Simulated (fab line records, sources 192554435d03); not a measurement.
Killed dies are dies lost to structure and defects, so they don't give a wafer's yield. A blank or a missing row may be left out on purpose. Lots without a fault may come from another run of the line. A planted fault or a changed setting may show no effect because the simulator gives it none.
Chamber matching | flow n5_finfet | N5_SD_EPI_P_ETCH_16 on rie_diel-06: 4 sister chambers
The step etches SiO2 in CHF3/O2, target depth 5 nm. 14 wafers are shown with their chamber, then 7 later ones without.

WAFERS WITH THEIR CHAMBER
wafer  | chamber | drypump_motor_current_A (A) | showerhead_plenum_p_Torr (Torr) | rf_vpp_V (V)
L076.1 | 1       | 4.7                         | 2.39                            | 494
L076.2 | 3       | 5.9                         | 2.25                            | 497
L076.4 | 0       | 5.7                         | 2.47                            | 531
L079.1 | 2       | 5.4                         | 2.54                            | 510
L079.2 | 0       | 5.6                         | 2.47                            | 531
L079.6 | 0       | 5.6                         | 2.47                            | 530
L082.1 | 1       | 4.7                         | 2.39                            | 493
L082.2 | 3       | 5.9                         | 2.25                            | 497
L082.6 | 1       | 4.7                         | 2.39                            | 496
L089.3 | 1       | 4.7                         | 2.38                            | 496
L089.4 | 2       | 5.4                         | 2.53                            | 511
L089.6 | 2       | 5.4                         | 2.53                            | 510
L090.4 | 0       | 5.7                         | 2.46                            | 529
L090.5 | 1       | 4.7                         | 2.38                            | 495

SIGNATURES (means of the wafers above)
reading                  | chamber 0 | chamber 1 | chamber 2 | chamber 3 | scatter within a chamber
drypump_motor_current_A  | 5.650     | 4.700     | 5.400     | 5.900     | 0.0316
showerhead_plenum_p_Torr | 2.4675    | 2.3860    | 2.5333    | 2.2500    | 0.00512
rf_vpp_V                 | 530.25    | 494.80    | 510.33    | 497.00    | 1.01
Rule: a wafer's distance from a chamber is the root of the sum, over the readings, of the square of ((its reading less the chamber's mean) divided by the reading's scatter). The wafer belongs to the nearest chamber; if the next one is less than 2 further off, it can't be placed. The scatter: the root of (the sum of the squares of (reading less its chamber's mean) over the shown wafers, divided by (wafers less chambers)).

WAFERS WITHOUT THEIR CHAMBER
wafer  | drypump_motor_current_A (A) | showerhead_plenum_p_Torr (Torr) | rf_vpp_V (V)
L090.6 | 5.6                         | 2.46                            | 530
L096.2 | 5.9                         | 2.24                            | 499
L096.4 | 4.7                         | 2.38                            | 495
L096.6 | 5.7                         | 2.46                            | 531
L097.2 | 5.4                         | 2.52                            | 510
L097.3 | 5.9                         | 2.23                            | 496
L097.4 | 4.7                         | 2.38                            | 493

WHICH CHAMBER EACH WENT THROUGH
wafer  | from the rows above | in truth
L090.6 | 0                   | 0
L096.2 | 3                   | 3
L096.4 | 1                   | 1
L096.6 | 0                   | 0
L097.2 | 2                   | 2
L097.3 | 3                   | 3
L097.4 | 1                   | 1
Placed correctly: 7 of 7. Can't be placed from these rows: 0. Placed wrongly: 0.
